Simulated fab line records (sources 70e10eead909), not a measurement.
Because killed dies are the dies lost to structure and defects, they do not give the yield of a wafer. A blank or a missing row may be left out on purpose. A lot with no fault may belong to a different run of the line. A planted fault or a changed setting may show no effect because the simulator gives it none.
Which tool did it? / flow nandHarc / Sampling: 6 lots, 18 wafers, 3 of 1159 route steps

== WHAT EACH GAUGE READ, for each wafer ==
NHARC_P_M1_INSPECT_11.
lot=L516; measured=day 6 13:16; on=defectInspect-02; rawDefectCount=4 3 4
lot=L525; measured=day 9 02:55; on=defectInspect-02; rawDefectCount=44 3 4
lot=L524; measured=day 9 04:24; on=defectInspect-01; rawDefectCount=4 3 53
lot=L530; measured=day 10 07:59; on=defectInspect-02; rawDefectCount=3 5 3
lot=L532; measured=day 10 13:44; on=defectInspect-01; rawDefectCount=3 5 2
lot=L535; measured=day 11 08:46; on=defectInspect-01; rawDefectCount=2 1 4

== TOOL THAT RAN EACH LOT (tool first, then ch and the chambers of the sampled wafers, then the start) ==
lot=L516; NHARC_P_M0_PRE_CLEAN_31=pecvd-04 ch 0,1,2, day 6 11:58; NHARC_P_M1_DEP_00=pecvd-04 ch 0,1,2, day 6 12:25
lot=L525; NHARC_P_M0_PRE_CLEAN_31=pecvd-04 ch 0,1, day 9 01:19; NHARC_P_M1_DEP_00=pecvd-03 ch 0,1, day 9 01:49
lot=L524; NHARC_P_M0_PRE_CLEAN_31=pecvd-03 ch 0,1, day 9 02:43; NHARC_P_M1_DEP_00=pecvd-03 ch 0,1, day 9 03:26
lot=L530; NHARC_P_M0_PRE_CLEAN_31=pecvd-04 ch 0,1,2, day 10 06:31; NHARC_P_M1_DEP_00=pecvd-02 ch 0,1, day 10 07:01
lot=L532; NHARC_P_M0_PRE_CLEAN_31=pecvd-04 ch 0,2, day 10 12:19; NHARC_P_M1_DEP_00=pecvd-04 ch 0,1,2, day 10 12:46
lot=L535; NHARC_P_M0_PRE_CLEAN_31=pecvd-04 ch 0,1,2, day 11 07:20; NHARC_P_M1_DEP_00=pecvd-04 ch 0,1,2, day 11 07:49
- NHARC_P_M0_PRE_CLEAN_31: time 12 s.
- NHARC_P_M1_DEP_00: deposits SiOC, target thk 182.5 nm.

== THE ANSWER, worked out from the rows above alone ==
Rule: the lots themselves supply what counts as usual. The widest of any qualifying gaps counts: lots, ordered by their means at a reading, are off when they make up no more than a third of the lots, leave a main group of 4 or more, and stand apart from it by 3 or more times the standard deviation of that group's means. The tables above print the reading to a certain number of digits; a main group whose means all agree to those digits is not used. Also off: a lot with no number at a reading for which 4 or more lots have one. Any other lot the step has rows for is counted as sound.
Off, at NHARC_P_M1_INSPECT_11 on rawDefectCount: L525, L524. For the main group the mean is 3.2 and the standard deviation 0.55.
A tool fits if, at a process step before that reading, it ran every lot that is off, and no sound lot after the first of them. Those tools and the gauges at NHARC_P_M1_INSPECT_11 are tried in the same way. One candidate fits, namely pecvd-03 at NHARC_P_M1_DEP_00. It ran no sound lot before its first lot that is off in this sample, so the start can't be narrowed down.

== WHAT WAS PUT IN BY THE SIMULATOR ==
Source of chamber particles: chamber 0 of pecvd-03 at NHARC_P_M1_DEP_00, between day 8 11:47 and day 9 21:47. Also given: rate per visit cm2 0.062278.
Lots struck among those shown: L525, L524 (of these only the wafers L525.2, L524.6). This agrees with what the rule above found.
